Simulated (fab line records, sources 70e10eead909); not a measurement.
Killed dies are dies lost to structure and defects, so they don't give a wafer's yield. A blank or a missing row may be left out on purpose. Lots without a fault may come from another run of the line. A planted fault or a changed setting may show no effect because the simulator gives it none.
Which tool did it? | flow nand_harc | 6 lots, 18 wafers sampled, at 4 steps of a route of 1302

WHAT THE GAUGES READ, wafer by wafer
NHARC_P_M1_CD_MEAS_09: target cd 130 nm.
lot  | measured     | on        | cd_nm (nm)
L188 | day 6 14:23  | cd_sem-03 | 130.3 130.4 130.0
L194 | day 9 08:09  | cd_sem-02 | 134.5 129.8 133.2
L199 | day 11 03:29 | cd_sem-01 | 129.6 129.9 129.1
L204 | day 13 07:31 | cd_sem-01 | 130.0 130.0 130.3
L206 | day 14 05:23 | cd_sem-01 | 129.1 129.3 129.3
L209 | day 15 07:43 | cd_sem-03 | 130.1 129.7 130.1

WHICH TOOL RAN EACH LOT (tool, then ch and the chambers of the sampled wafers, then the start)
lot  | NHARC_P_M0_DEGAS_28          | NHARC_P_M0_PRE_CLEAN_31         | NHARC_P_M1_EXPOSE_06
L188 | pvd_sputter-03, day 6 11:33  | pecvd-02 ch 0,1,2, day 6 13:11  | arfi_scanner-03 ch 0, day 6 14:14
L194 | pvd_sputter-02, day 9 01:18  | pecvd-02 ch 1,2, day 9 02:56    | arfi_scanner-03 ch 0, day 9 08:00
L199 | pvd_sputter-01, day 11 00:34 | pecvd-02 ch 0,2, day 11 02:10   | arfi_scanner-01 ch 0, day 11 03:21
L204 | pvd_sputter-02, day 13 04:34 | pecvd-02 ch 0,1,2, day 13 06:12 | arfi_scanner-02 ch 0, day 13 07:22
L206 | pvd_sputter-01, day 14 02:25 | pecvd-02 ch 0,1,2, day 14 04:05 | arfi_scanner-02 ch 0, day 14 05:14
L209 | pvd_sputter-01, day 15 04:52 | pecvd-02 ch 0,1,2, day 15 06:31 | arfi_scanner-01 ch 0, day 15 07:34
- NHARC_P_M0_DEGAS_28: time 60 s.
- NHARC_P_M0_PRE_CLEAN_31: time 12 s.
- NHARC_P_M1_EXPOSE_06: exposes mask P M1, target cd 130 nm.

THE ANSWER, worked out from the rows above alone
Rule: what is usual is taken from the lots themselves. Put in order of their means at a reading, lots are off if they are a third of the lots or fewer, leave a main group of 4 or more, and stand apart from it by a gap of 3 or more times the standard deviation of the main group's means; of several such gaps the widest counts. A main group whose means are all the same, to the digits that the tables above print for the reading, isn't used. A lot without any number at a reading at which 4 lots or more have one is off too. The other lots that the step has rows for count as sound.
Off: L194, at NHARC_P_M1_CD_MEAS_09 (cd_nm). The main group: mean 129.8 nm, standard deviation 0.37.
A tool fits if, at a process step before that reading, it ran every lot that is off, and no sound lot after the first of them. The gauges at NHARC_P_M1_CD_MEAS_09 are tried like those tools. Can't be told from this: 2 tools fit, arfi_scanner-03 at NHARC_P_M1_EXPOSE_06, cd_sem-02 at NHARC_P_M1_CD_MEAS_09.

WHAT THE SIMULATOR HAD PUT IN
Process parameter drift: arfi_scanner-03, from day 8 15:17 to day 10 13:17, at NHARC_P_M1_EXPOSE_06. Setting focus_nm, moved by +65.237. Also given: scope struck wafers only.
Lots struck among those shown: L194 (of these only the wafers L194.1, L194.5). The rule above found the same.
